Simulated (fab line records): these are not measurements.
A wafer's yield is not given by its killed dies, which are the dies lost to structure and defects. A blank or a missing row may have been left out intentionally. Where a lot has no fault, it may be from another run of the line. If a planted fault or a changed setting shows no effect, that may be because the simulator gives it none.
The tool behind it: which one?	flow n5_finfet	33 wafers from 11 lots sampled at 5 of the route's 1938 steps

## WHAT THE GAUGES READ, wafer by wafer
N5_BEOL_M4_INSPECT_59: inspects for defects (darkfield). Usual: 68 for raw_defect_count, sd 19.
lot	measured	on	raw_defect_count	flag
L558	day 8 05:21	defect_inspect-02	104 58 88	
L559	day 8 05:52	defect_inspect-02	58 59 48	
L560	day 8 14:50	defect_inspect-01	81 82 105	
L565	day 9 10:03	defect_inspect-02	45 70 50	
L578	day 12 23:56	defect_inspect-02	47 81 63	
L577	day 13 01:21	defect_inspect-01	87 47 56	
L568	day 13 07:26	defect_inspect-01	77 43 309	OFF
L574	day 14 01:23	defect_inspect-01	94 58 67	
L570	day 14 08:02	defect_inspect-02	43 307 149	OFF
L569	day 14 14:38	defect_inspect-01	88 68 70	
L580	day 15 04:39	defect_inspect-02	55 80 98	

## TOOL THAT RAN EACH LOT (tool first, then ch and the chambers of the sampled wafers, then the start)
lot	N5_BEOL_M4_SPUTTER_94	N5_BEOL_M4_SPUTTER_96	N5_BEOL_M4_ANNEAL_51	N5_BEOL_M4_CMP_52
L558	pvd_sputter-02, day 8 03:58	pvd_sputter-02, day 8 04:11	rtp_anneal-01 ch 0, day 8 04:31	cmp-03 ch 2,3, day 8 04:46
L559	pvd_sputter-03, day 8 04:34	pvd_sputter-03, day 8 04:47	rtp_anneal-02 ch 0, day 8 05:04	cmp-04 ch 1,3, day 8 05:19
L560	pvd_sputter-01, day 8 13:28	pvd_sputter-01, day 8 13:41	rtp_anneal-01 ch 0, day 8 13:56	cmp-03 ch 1,2,3, day 8 14:19
L565	pvd_sputter-02, day 9 08:28	pvd_sputter-02, day 9 08:41	rtp_anneal-01 ch 0, day 9 08:58	cmp-04 ch 0,2,3, day 9 09:28
L578	pvd_sputter-02, day 12 22:20	pvd_sputter-02, day 12 22:33	rtp_anneal-02 ch 0, day 12 22:56	cmp-02 ch 0,2,3, day 12 23:28
L577	pvd_sputter-01, day 13 00:02	pvd_sputter-01, day 13 00:15	rtp_anneal-02 ch 0, day 13 00:32	cmp-02 ch 1,2, day 13 00:47
L568	pvd_sputter-01, day 13 06:07	pvd_sputter-01, day 13 06:20	rtp_anneal-01 ch 0, day 13 06:35	cmp-04 ch 0,1,2, day 13 06:54
L574	pvd_sputter-01, day 14 00:05	pvd_sputter-01, day 14 00:19	rtp_anneal-02 ch 0, day 14 00:30	cmp-03 ch 1,2,3, day 14 00:48
L570	pvd_sputter-02, day 14 06:44	pvd_sputter-02, day 14 06:58	rtp_anneal-01 ch 0, day 14 07:10	cmp-04 ch 1,2,3, day 14 07:27
L569	pvd_sputter-03, day 14 13:06	pvd_sputter-03, day 14 13:19	rtp_anneal-01 ch 0, day 14 13:37	cmp-03 ch 0,2,3, day 14 14:03
L580	pvd_sputter-01, day 15 02:08	pvd_sputter-01, day 15 02:21	rtp_anneal-01 ch 0, day 15 02:33	cmp-02 ch 1,2,3, day 15 03:35
- N5_BEOL_M4_SPUTTER_94: material Cu, target thk 4.5 nm, time 8.29 s.
- N5_BEOL_M4_SPUTTER_96: material Cu, target thk 4.5 nm, time 8.29 s.
- N5_BEOL_M4_ANNEAL_51: time 90 s.
- N5_BEOL_M4_CMP_52: polishes, stops on SiOC, t overpolish 6.8 s, target thk 40 nm.

## AS READ BY THE TOOLS THEMSELVES (means over the sampled wafers that have a number; for cases with no such wafer, the mark the record gives instead)
N5_BEOL_M4_SPUTTER_94. Usual: 29.8 % for throttle_valve_pct, sd 1.1.
lot	tool	throttle_valve_pct (%)	flag
L558	pvd_sputter-02	29.7	
L559	pvd_sputter-03	28.7	
L560	pvd_sputter-01	31.0	
L565	pvd_sputter-02	28.9	
L578	pvd_sputter-02	28.5	
L577	pvd_sputter-01	30.1	
L568	pvd_sputter-01	30.6	
L574	pvd_sputter-01	30.6	
L570	pvd_sputter-02	29.6	
L569	pvd_sputter-03	30.2	
L580	pvd_sputter-01	30.3	

N5_BEOL_M4_SPUTTER_96. Usual: 29.8 % for throttle_valve_pct, sd 1.1.
lot	tool	throttle_valve_pct (%)	flag
L558	pvd_sputter-02	29.6	
L559	pvd_sputter-03	28.7	
L560	pvd_sputter-01	30.9	
L565	pvd_sputter-02	28.9	
L578	pvd_sputter-02	28.7	
L577	pvd_sputter-01	30.2	
L568	pvd_sputter-01	30.6	
L574	pvd_sputter-01	30.6	
L570	pvd_sputter-02	29.5	
L569	pvd_sputter-03	30.3	
L580	pvd_sputter-01	30.3	

N5_BEOL_M4_ANNEAL_51. Usual: 226.14 for wafer_temp_C_max, sd 0.27.
lot	tool	wafer_temp_C_max	flag
L558	rtp_anneal-01	226.18	
L559	rtp_anneal-02	226.37	
L560	rtp_anneal-01	226.21	
L565	rtp_anneal-01	226.16	
L578	rtp_anneal-02	226.60	
L577	rtp_anneal-02	226.22	
L568	rtp_anneal-01	226.20	
L574	rtp_anneal-02	226.35	
L570	rtp_anneal-01	226.11	
L569	rtp_anneal-01	225.98	
L580	rtp_anneal-01	226.19	

N5_BEOL_M4_CMP_52. Usual: barrier_field_endpoint_s 24.6 s, standard deviation 0.57; motor_current_A 6.0 A, standard deviation 0.66; overpolish_run_s 6.799 s, standard deviation 0.009; slurry_filter_dp_kPa 13.50 kPa, standard deviation 0.15; time_to_endpoint_s 62.6 s, standard deviation 2.9.
lot	tool	barrier_field_endpoint_s (s)	motor_current_A (A)	overpolish_run_s (s)	slurry_filter_dp_kPa (kPa)	time_to_endpoint_s (s)	flag
L558	cmp-03	25.1	6.4	6.800	13.45	62.5	
L559	cmp-04	25.1	5.7	6.796	13.54	63.1	
L560	cmp-03	23.8	6.6	6.800	13.43	61.9	
L565	cmp-04	25.2	6.0	6.803	13.50	65.3	
L578	cmp-02	24.6	5.9	6.802	13.50	61.5	
L577	cmp-02	25.0	5.5	6.800	13.42	61.8	
L568	cmp-04	24.8	6.2	6.796	13.47	64.6	
L574	cmp-03	24.9	6.7	6.797	13.32	64.2	
L570	cmp-04	24.2	6.1	6.805	13.49	64.1	
L569	cmp-03	24.7	6.2	6.803	13.51	62.7	
L580	cmp-02	24.4	6.1	6.796	13.46	60.6	

## THE ANSWER, worked out from the rows above alone
Rule: take the mean of a lot's wafers that have a number; if it is more than 3 standard deviations from the usual mean, the lot is off. A lot without any number at a reading at which 4 lots or more have one is off too. Where the step has rows for the other lots, those lots are counted as sound. First the gauges in route order, then the tools' own readings, where a lot's mean is used as printed above. At the first step where some lot is off, the reading lying furthest off is the one used; lots without a number count as furthest.
Off at N5_BEOL_M4_INSPECT_59 (raw_defect_count): L568, L570.
If a tool, at a process step before that reading, ran all the lots that are off and no sound lot after the first of them, it fits. Those tools and the gauges at N5_BEOL_M4_INSPECT_59 are tried in the same way. One fits: N5_BEOL_M4_CMP_52 on cmp-04. Its last sound lot is L565 (day 9 09:28), its first lot that is off L568 (day 13 06:54): a fault that began between those two fits.

## WHAT THE SIMULATOR HAD INSERTED
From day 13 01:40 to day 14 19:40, cmp-04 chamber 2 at N5_BEOL_M4_CMP_52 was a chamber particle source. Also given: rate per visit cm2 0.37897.
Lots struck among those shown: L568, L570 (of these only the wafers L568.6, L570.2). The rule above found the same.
